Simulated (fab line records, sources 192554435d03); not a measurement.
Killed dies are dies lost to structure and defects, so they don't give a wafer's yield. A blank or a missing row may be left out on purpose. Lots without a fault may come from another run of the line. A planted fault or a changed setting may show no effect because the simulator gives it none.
Which tool did it? | flow n5_finfet | 22 lots, 66 wafers sampled, at 6 steps of a route of 1938

WHAT THE GAUGES READ, wafer by wafer
N5_DUMMY_GATE_OVL_MEAS_16. Usual: GATE_OVL -0.4 nm, standard deviation 0.88.
lot  | measured    | on         | GATE_OVL (nm)  | flag
L074 | day 2 22:08 | overlay-01 | -0.6 -0.5 -0.6 |
L075 | day 3 03:12 | overlay-02 | -0.3 -0.7 -1.6 |
L076 | day 3 09:30 | overlay-02 | -0.8 -1.3 -0.4 |
L077 | day 3 17:02 | overlay-01 | -1.0 0.5 -0.3  |
L078 | day 3 22:42 | overlay-02 | 1.5 0.2 2.9    |
L079 | day 4 04:11 | overlay-02 | -1.7 -1.4 -0.9 |
L080 | day 4 10:34 | overlay-02 | -0.4 0.0 -0.3  |
L081 | day 4 16:37 | overlay-01 | -0.5 0.6 1.2   |
L082 | day 4 23:09 | overlay-02 | 0.6 -0.5 0.8   |
L083 | day 5 09:55 | overlay-01 | -0.4 1.1 -1.1  |
L084 | day 5 12:01 | overlay-01 | -0.6 0.2 -0.7  |
L086 | day 6 00:49 | overlay-01 | -0.6 -1.1 -0.4 |
L087 | day 6 06:01 | overlay-02 | 0.2 -0.4 0.1   |
L088 | day 6 10:39 | overlay-01 | 0.0 0.5 -1.2   |
L089 | day 6 15:52 | overlay-02 | -1.2 -0.6 -2.3 |
L090 | day 6 22:14 | overlay-02 | 0.2 -0.6 -1.1  |
L091 | day 7 04:43 | overlay-01 | 0.4 -0.7 0.1   |
L092 | day 7 10:07 | overlay-02 | 1.1 0.1 0.3    |
L093 | day 7 14:47 | overlay-02 | -0.6 -0.5 -0.3 |
L094 | day 7 22:02 | overlay-01 | 0.2 0.2 -0.8   |
L095 | day 8 02:53 | overlay-01 | 0.7 -1.5 -0.6  |
L096 | day 8 11:13 | overlay-01 | 0.0 0.7 -0.1   |

N5_SD_EPI_P_CD_MEAS_09: target cd 240 nm. Usual: cd_nm 239.8 nm, standard deviation 0.7.
lot  | measured    | on        | cd_nm (nm)        | flag
L074 | day 3 05:49 | cd_sem-01 | 240.1 240.3 240.0 |
L075 | day 3 16:13 | cd_sem-01 | 240.2 239.3 239.5 |
L076 | day 3 17:13 | cd_sem-03 | 240.8 240.5 240.1 |
L077 | day 4 00:06 | cd_sem-03 | 240.7 240.0 240.7 |
L078 | day 4 06:24 | cd_sem-03 | 240.7 241.3 240.1 |
L079 | day 4 12:02 | cd_sem-02 | 240.0 239.3 239.8 |
L080 | day 4 17:51 | cd_sem-01 | 241.2 239.8 240.2 |
L081 | day 5 00:04 | cd_sem-03 | 240.2 239.6 239.7 |
L082 | day 5 07:28 | cd_sem-03 | 239.2 239.7 240.0 |
L083 | day 5 16:56 | cd_sem-01 | 240.0 239.9 240.5 |
L084 | day 5 19:23 | cd_sem-01 | 240.5 239.9 240.5 |
L086 | day 6 07:44 | cd_sem-01 | 238.8 239.5 239.9 |
L087 | day 6 13:35 | cd_sem-02 | 239.7 239.4 239.3 |
L088 | day 6 18:22 | cd_sem-03 | 240.2 240.3 239.7 |
L089 | day 7 00:23 | cd_sem-02 | 240.1 238.8 239.3 |
L090 | day 7 04:44 | cd_sem-02 | 240.2 238.8 239.3 |
L091 | day 7 11:38 | cd_sem-03 | 238.9 238.7 238.5 |
L092 | day 7 17:32 | cd_sem-01 | 239.0 239.8 240.3 |
L093 | day 7 22:19 | cd_sem-03 | 239.7 239.5 239.9 |
L094 | day 8 05:28 | cd_sem-03 | 238.5 238.6 237.8 |
L095 | day 8 12:20 | cd_sem-03 | 241.6 240.1 240.8 |
L096 | day 8 19:11 | cd_sem-03 | 240.0 239.8 239.8 |

WHICH TOOL RAN EACH LOT (tool, then ch and the chambers of the sampled wafers, then the start)
lot  | N5_DUMMY_GATE_ETCH_29             | N5_DUMMY_GATE_ETCH_37             | N5_DUMMY_GATE_ETCH_23           | N5_SD_EPI_N_ETCH_34
L074 | rie_diel-06 ch 0,2,3, day 2 22:17 | rie_diel-06 ch 0,2,3, day 2 22:22 | rie_si-04 ch 0,1,3, day 2 23:10 | rie_diel-02 ch 0,1,3, day 3 00:46
L075 | rie_diel-01 ch 2,3, day 3 03:25   | rie_diel-01 ch 2,3, day 3 03:29   | rie_si-02 ch 0,1, day 3 04:08   | rie_diel-05 ch 0,3, day 3 06:15
L076 | rie_diel-06 ch 2,3, day 3 09:44   | rie_diel-06 ch 2,3, day 3 09:49   | rie_si-06 ch 0,1,3, day 3 10:32 | rie_diel-05 ch 0,2,3, day 3 11:59
L077 | rie_diel-01 ch 0,2,3, day 3 17:11 | rie_diel-01 ch 0,2,3, day 3 17:16 | rie_si-02 ch 0,1,3, day 3 18:11 | rie_diel-05 ch 0,1,3, day 3 19:47
L078 | rie_diel-03 ch 0,1,3, day 3 23:07 | rie_diel-03 ch 0,1,3, day 3 23:11 | rie_si-06 ch 0,1,2, day 3 23:45 | rie_diel-02 ch 0,1,3, day 4 01:20
L079 | rie_diel-03 ch 0,2,3, day 4 04:21 | rie_diel-03 ch 0,2,3, day 4 04:26 | rie_si-04 ch 0,1,2, day 4 05:04 | rie_diel-02 ch 1,2,3, day 4 06:56
L080 | rie_diel-01 ch 0,1, day 4 10:43   | rie_diel-01 ch 0,1, day 4 10:47   | rie_si-06 ch 2,3, day 4 11:21   | rie_diel-05 ch 0,2,3, day 4 12:55
L081 | rie_diel-03 ch 0,1,3, day 4 16:46 | rie_diel-03 ch 0,1,3, day 4 16:51 | rie_si-04 ch 0,3, day 4 17:28   | rie_diel-02 ch 0,1,2, day 4 18:57
L082 | rie_diel-06 ch 0,1,2, day 4 23:34 | rie_diel-06 ch 0,1,2, day 4 23:39 | rie_si-06 ch 1,2, day 5 00:14   | rie_diel-02 ch 0,1, day 5 02:32
L083 | rie_diel-01 ch 0,1,2, day 5 10:04 | rie_diel-01 ch 0,1,2, day 5 10:09 | rie_si-04 ch 1,2, day 5 10:43   | rie_diel-05 ch 0,1,3, day 5 12:26
L084 | rie_diel-01 ch 0,1, day 5 12:10   | rie_diel-01 ch 0,1, day 5 12:14   | rie_si-02 ch 1,2,3, day 5 12:48 | rie_diel-04 ch 0,1,3, day 5 14:28
L086 | rie_diel-06 ch 0,3, day 6 00:58   | rie_diel-06 ch 0,3, day 6 01:02   | rie_si-06 ch 1,2, day 6 01:43   | rie_diel-02 ch 1,2, day 6 03:18
L087 | rie_diel-01 ch 0,2,3, day 6 06:34 | rie_diel-01 ch 0,2,3, day 6 06:38 | rie_si-06 ch 2,3, day 6 07:20   | rie_diel-05 ch 2, day 6 08:53
L088 | rie_diel-03 ch 1,3, day 6 10:48   | rie_diel-03 ch 1,3, day 6 10:53   | rie_si-04 ch 0,1,2, day 6 11:27 | rie_diel-04 ch 0,1,2, day 6 13:43
L089 | rie_diel-01 ch 1,2,3, day 6 16:13 | rie_diel-01 ch 1,2,3, day 6 16:18 | rie_si-04 ch 0,1,2, day 6 17:05 | rie_diel-04 ch 0,1,2, day 6 18:55
L090 | rie_diel-06 ch 1,2, day 6 22:23   | rie_diel-06 ch 1,2, day 6 22:28   | rie_si-02 ch 2,3, day 6 23:01   | rie_diel-04 ch 0,3, day 7 00:32
L091 | rie_diel-06 ch 0,1,2, day 7 04:53 | rie_diel-06 ch 0,1,2, day 7 04:58 | rie_si-02 ch 0,1,2, day 7 05:45 | rie_diel-04 ch 0,2,3, day 7 07:17
L092 | rie_diel-06 ch 0,1,3, day 7 10:16 | rie_diel-06 ch 0,1,3, day 7 10:21 | rie_si-04 ch 0,2,3, day 7 10:55 | rie_diel-05 ch 1,2,3, day 7 12:46
L093 | rie_diel-03 ch 0,2, day 7 14:56   | rie_diel-03 ch 0,2, day 7 15:01   | rie_si-02 ch 0,2,3, day 7 15:35 | rie_diel-05 ch 0,3, day 7 17:44
L094 | rie_diel-06 ch 0,3, day 7 22:11   | rie_diel-06 ch 0,3, day 7 22:16   | rie_si-02 ch 1,2, day 7 22:56   | rie_diel-05 ch 0,3, day 8 00:24
L095 | rie_diel-01 ch 2,3, day 8 03:08   | rie_diel-01 ch 2,3, day 8 03:13   | rie_si-02 ch 1,2,3, day 8 03:47 | rie_diel-02 ch 0,3, day 8 05:53
L096 | rie_diel-03 ch 0,2,3, day 8 11:23 | rie_diel-03 ch 0,2,3, day 8 11:28 | rie_si-04 ch 0,3, day 8 12:06   | rie_diel-05 ch 1,2,3, day 8 13:50
- N5_DUMMY_GATE_ETCH_29: etches underlayer in N2/H2, target depth 13 nm.
- N5_DUMMY_GATE_ETCH_37: etches SOC in N2/H2, target depth 60 nm, overetch 30 nm.
- N5_DUMMY_GATE_ETCH_23: etches poly-Si in HBr/Cl2/O2, target depth 41 nm, time 22.3 s.
- N5_SD_EPI_N_ETCH_34: etches SiARC in CF4, target depth 45.5 nm, time 75.8 s.

WHAT THE TOOLS THEMSELVES READ (means of the sampled wafers that have a number; where no wafer has one, the mark that the record gives instead)
N5_DUMMY_GATE_ETCH_29. Usual: drypump_motor_current_A 5.8 A, standard deviation 0.38; h2_flow_sccm 199.9 sccm, standard deviation 0.59; oes_product_au 0.80 a.u., standard deviation 0.097; rf_vpp_V 523.7 V, standard deviation 2.3; showerhead_plenum_p_Torr 2.54 Torr, standard deviation 0.078; throttle_valve_pct 17.89 %, standard deviation 0.2.
lot  | tool        | drypump_motor_current_A (A) | h2_flow_sccm (sccm) | oes_product_au (a.u.) | rf_vpp_V (V) | showerhead_plenum_p_Torr (Torr) | throttle_valve_pct (%) | flag
L074 | rie_diel-06 | 5.9                         | 199.9               | 0.79                  | 523.6        | 2.56                            | 17.74                  |
L075 | rie_diel-01 | 5.9                         | 200.0               | 0.76                  | 524.5        | 2.61                            | 18.06                  |
L076 | rie_diel-06 | 5.6                         | 200.4               | 0.80                  | 523.1        | 2.53                            | 17.70                  |
L077 | rie_diel-01 | 5.7                         | 199.5               | 0.75                  | 525.1        | 2.57                            | 18.09                  |
L078 | rie_diel-03 | 5.8                         | 200.0               | 0.85                  | 523.6        | 2.53                            | 17.72                  |
L079 | rie_diel-03 | 6.0                         | 200.0               | 0.89                  | 522.9        | 2.52                            | 17.75                  |
L080 | rie_diel-01 | 5.6                         | 199.9               | 0.72                  | 520.0        | 2.45                            | 18.20                  |
L081 | rie_diel-03 | 5.8                         | 200.6               | 0.83                  | 523.5        | 2.53                            | 17.73                  |
L082 | rie_diel-06 | 6.1                         | 200.2               | 0.77                  | 524.7        | 2.58                            | 17.94                  |
L083 | rie_diel-01 | 5.6                         | 199.9               | 0.76                  | 522.5        | 2.50                            | 18.17                  |
L084 | rie_diel-01 | 5.5                         | 199.5               | 0.71                  | 521.6        | 2.44                            | 18.22                  |
L086 | rie_diel-06 | 6.0                         | 199.1               | 0.73                  | 522.5        | 2.49                            | 17.80                  |
L087 | rie_diel-01 | 5.7                         | 200.1               | 0.83                  | 524.1        | 2.56                            | 17.99                  |
L088 | rie_diel-03 | 5.5                         | 198.8               | 0.75                  | 524.5        | 2.57                            | 17.70                  |
L089 | rie_diel-01 | 5.8                         | 200.1               | 0.83                  | 524.2        | 2.53                            | 18.01                  |
L090 | rie_diel-06 | 6.0                         | 199.8               | 0.95                  | 523.7        | 2.52                            | 17.80                  |
L091 | rie_diel-06 | 6.1                         | 199.8               | 0.86                  | 524.8        | 2.57                            | 17.82                  |
L092 | rie_diel-06 | 6.2                         | 199.5               | 0.82                  | 523.1        | 2.52                            | 17.84                  |
L093 | rie_diel-03 | 6.0                         | 200.1               | 0.88                  | 523.2        | 2.52                            | 17.89                  |
L094 | rie_diel-06 | 6.3                         | 200.0               | 0.75                  | 524.6        | 2.57                            | 17.87                  |
L095 | rie_diel-01 | 5.8                         | 200.0               | 0.85                  | 525.5        | 2.59                            | 17.97                  |
L096 | rie_diel-03 | 6.0                         | 199.8               | 0.85                  | 522.3        | 2.51                            | 17.81                  |

N5_DUMMY_GATE_ETCH_37. Usual: drypump_motor_current_A 5.8 A, standard deviation 0.38; h2_flow_sccm 200.1 sccm, standard deviation 0.57; oes_product_au 0.64 a.u., standard deviation 0.073; rf_vpp_V 523.8 V, standard deviation 2.4; showerhead_plenum_p_Torr 2.54 Torr, standard deviation 0.078; throttle_valve_pct 17.82 %, standard deviation 0.2.
lot  | tool        | drypump_motor_current_A (A) | h2_flow_sccm (sccm) | oes_product_au (a.u.) | rf_vpp_V (V) | showerhead_plenum_p_Torr (Torr) | throttle_valve_pct (%) | flag
L074 | rie_diel-06 | 5.9                         | 200.3               | 0.63                  | 524.1        | 2.56                            | 17.67                  |
L075 | rie_diel-01 | 6.0                         | 199.8               | 0.61                  | 525.8        | 2.61                            | 17.99                  |
L076 | rie_diel-06 | 5.6                         | 200.4               | 0.63                  | 523.1        | 2.53                            | 17.61                  |
L077 | rie_diel-01 | 5.7                         | 200.5               | 0.60                  | 525.1        | 2.57                            | 18.03                  |
L078 | rie_diel-03 | 5.8                         | 200.3               | 0.67                  | 523.7        | 2.53                            | 17.66                  |
L079 | rie_diel-03 | 6.0                         | 200.1               | 0.71                  | 523.7        | 2.52                            | 17.68                  |
L080 | rie_diel-01 | 5.6                         | 200.6               | 0.57                  | 520.7        | 2.45                            | 18.13                  |
L081 | rie_diel-03 | 5.8                         | 200.4               | 0.66                  | 523.6        | 2.53                            | 17.66                  |
L082 | rie_diel-06 | 6.1                         | 200.2               | 0.61                  | 525.6        | 2.58                            | 17.87                  |
L083 | rie_diel-01 | 5.6                         | 200.2               | 0.61                  | 522.7        | 2.50                            | 18.09                  |
L084 | rie_diel-01 | 5.5                         | 199.8               | 0.56                  | 521.5        | 2.45                            | 18.16                  |
L086 | rie_diel-06 | 6.0                         | 199.9               | 0.58                  | 523.5        | 2.49                            | 17.73                  |
L087 | rie_diel-01 | 5.7                         | 200.9               | 0.65                  | 524.9        | 2.56                            | 17.92                  |
L088 | rie_diel-03 | 5.5                         | 199.2               | 0.60                  | 524.6        | 2.57                            | 17.63                  |
L089 | rie_diel-01 | 5.8                         | 199.4               | 0.66                  | 523.7        | 2.53                            | 17.93                  |
L090 | rie_diel-06 | 6.0                         | 200.1               | 0.75                  | 523.8        | 2.52                            | 17.73                  |
L091 | rie_diel-06 | 6.1                         | 200.1               | 0.69                  | 524.9        | 2.57                            | 17.74                  |
L092 | rie_diel-06 | 6.2                         | 199.1               | 0.65                  | 523.4        | 2.52                            | 17.76                  |
L093 | rie_diel-03 | 6.0                         | 199.9               | 0.69                  | 524.4        | 2.52                            | 17.83                  |
L094 | rie_diel-06 | 6.3                         | 200.3               | 0.59                  | 525.0        | 2.57                            | 17.79                  |
L095 | rie_diel-01 | 5.8                         | 200.4               | 0.67                  | 525.3        | 2.59                            | 17.90                  |
L096 | rie_diel-03 | 6.0                         | 200.1               | 0.67                  | 523.1        | 2.51                            | 17.74                  |

N5_DUMMY_GATE_ETCH_23. Usual: drypump_motor_current_A 5.6 A, standard deviation 0.44; oes_product_au 1.003 a.u., standard deviation 0.018; throttle_valve_pct 37.01 %, standard deviation 0.22.
lot  | tool      | drypump_motor_current_A (A) | oes_product_au (a.u.) | throttle_valve_pct (%) | flag
L074 | rie_si-04 | 5.6                         | 0.997                 | 36.97                  |
L075 | rie_si-02 | 5.7                         | 1.009                 | 37.12                  |
L076 | rie_si-06 | 5.9                         | 0.988                 | 37.21                  |
L077 | rie_si-02 | 5.4                         | 1.006                 | 37.10                  |
L078 | rie_si-06 | 6.0                         | 0.982                 | 37.05                  |
L079 | rie_si-04 | 5.5                         | 1.019                 | 36.97                  |
L080 | rie_si-06 | 6.0                         | 1.005                 | 36.98                  |
L081 | rie_si-04 | 5.3                         | 0.992                 | 37.10                  |
L082 | rie_si-06 | 6.1                         | 0.979                 | 36.95                  |
L083 | rie_si-04 | 5.4                         | 1.015                 | 37.06                  |
L084 | rie_si-02 | 5.4                         | 1.014                 | 36.92                  |
L086 | rie_si-06 | 6.2                         | 0.979                 | 36.95                  |
L087 | rie_si-06 | 6.1                         | 0.992                 | 36.82                  |
L088 | rie_si-04 | 5.5                         | 1.020                 | 36.97                  |
L089 | rie_si-04 | 5.5                         | 1.015                 | 36.97                  |
L090 | rie_si-02 | 5.2                         | 1.005                 | 37.04                  |
L091 | rie_si-02 | 5.7                         | 1.019                 | 36.94                  |
L092 | rie_si-04 | 5.2                         | 1.005                 | 37.07                  |
L093 | rie_si-02 | 5.5                         | 1.017                 | 37.06                  |
L094 | rie_si-02 | 5.7                         | 1.019                 | 36.77                  |
L095 | rie_si-02 | 5.4                         | 1.020                 | 36.92                  |
L096 | rie_si-04 | 5.3                         | 0.998                 | 37.08                  |

N5_SD_EPI_N_ETCH_34. Usual: drypump_motor_current_A 5.8 A, standard deviation 0.43; etch_rf_on_time_s 76.1 s, standard deviation 1; mfc_ar_sccm 100.0 sccm, standard deviation 0.3; oes_product_au 0.65 a.u., standard deviation 0.069; rf_vpp_V 184.3 V, standard deviation 1.3; showerhead_plenum_p_Torr 2.16 Torr, standard deviation 0.078; throttle_valve_pct 15.71 %, standard deviation 0.15.
lot  | tool        | drypump_motor_current_A (A) | etch_rf_on_time_s (s) | mfc_ar_sccm (sccm) | oes_product_au (a.u.) | rf_vpp_V (V) | showerhead_plenum_p_Torr (Torr) | throttle_valve_pct (%) | flag
L074 | rie_diel-02 | 5.7                         | 77.0                  | 99.7               | 0.66                  | 183.9        | 2.12                            | 15.58                  |
L075 | rie_diel-05 | 6.5                         | 77.1                  | 100.0              | 0.62                  | 184.8        | 2.22                            | 15.71                  |
L076 | rie_diel-05 | 6.2                         | 76.0                  | 100.1              | 0.62                  | 185.0        | 2.21                            | 15.81                  |
L077 | rie_diel-05 | 6.1                         | 77.7                  | 99.9               | 0.60                  | 184.3        | 2.15                            | 15.76                  |
L078 | rie_diel-02 | 5.7                         | 76.4                  | 100.0              | 0.66                  | 184.4        | 2.12                            | 15.60                  |
L079 | rie_diel-02 | 5.7                         | 76.3                  | 100.2              | 0.68                  | 183.8        | 2.18                            | 15.62                  |
L080 | rie_diel-05 | 6.2                         | 75.8                  | 100.1              | 0.62                  | 184.8        | 2.21                            | 15.83                  |
L081 | rie_diel-02 | 5.6                         | 75.5                  | 99.9               | 0.67                  | 184.8        | 2.18                            | 15.57                  |
L082 | rie_diel-02 | 5.7                         | 75.7                  | 100.3              | 0.65                  | 184.6        | 2.17                            | 15.57                  |
L083 | rie_diel-05 | 6.1                         | 77.7                  | 100.1              | 0.59                  | 184.1        | 2.15                            | 15.79                  |
L084 | rie_diel-04 | 5.6                         | 75.2                  | 100.0              | 0.67                  | 184.8        | 2.11                            | 15.75                  |
L086 | rie_diel-02 | 5.7                         | 74.5                  | 99.9               | 0.67                  | 185.2        | 2.24                            | 15.59                  |
L087 | rie_diel-05 | 5.8                         | 76.0                  | 99.7               | 0.60                  | 185.1        | 2.20                            | 15.97                  |
L088 | rie_diel-04 | 5.6                         | 76.2                  | 100.1              | 0.66                  | 183.8        | 2.08                            | 15.74                  |
L089 | rie_diel-04 | 5.6                         | 76.0                  | 99.9               | 0.66                  | 183.8        | 2.08                            | 15.75                  |
L090 | rie_diel-04 | 5.4                         | 75.9                  | 99.7               | 0.60                  | 183.0        | 2.14                            | 15.81                  |
L091 | rie_diel-04 | 5.5                         | 76.1                  | 99.9               | 0.59                  | 183.2        | 2.12                            | 15.81                  |
L092 | rie_diel-05 | 5.9                         | 76.0                  | 99.9               | 0.59                  | 183.3        | 2.15                            | 15.83                  |
L093 | rie_diel-05 | 6.5                         | 77.6                  | 100.1              | 0.66                  | 185.3        | 2.20                            | 15.65                  |
L094 | rie_diel-05 | 6.5                         | 75.4                  | 100.1              | 0.67                  | 185.5        | 2.20                            | 15.65                  |
L095 | rie_diel-02 | 5.6                         | 76.7                  | 99.8               | 0.63                  | 182.8        | 2.05                            | 15.67                  |
L096 | rie_diel-05 | 5.9                         | 76.1                  | 99.9               | 0.68                  | 184.9        | 2.23                            | 15.68                  |

THE ANSWER, worked out from the rows above alone
Rule: a lot is off if the mean of its wafers that have a number lies more than 3 standard deviations from the usual mean. A lot without any number at a reading at which 4 lots or more have one is off too. The other lots that the step has rows for count as sound. The gauges are gone through in route order, then the tools' own readings, and for those a lot's mean is taken as printed above. The first step at which some lot is off is used, and at that step the reading that is off furthest; a lot without a number counts as furthest.
No lot is off at any reading shown: from this, nothing can be told.

WHAT THE SIMULATOR HAD PUT IN
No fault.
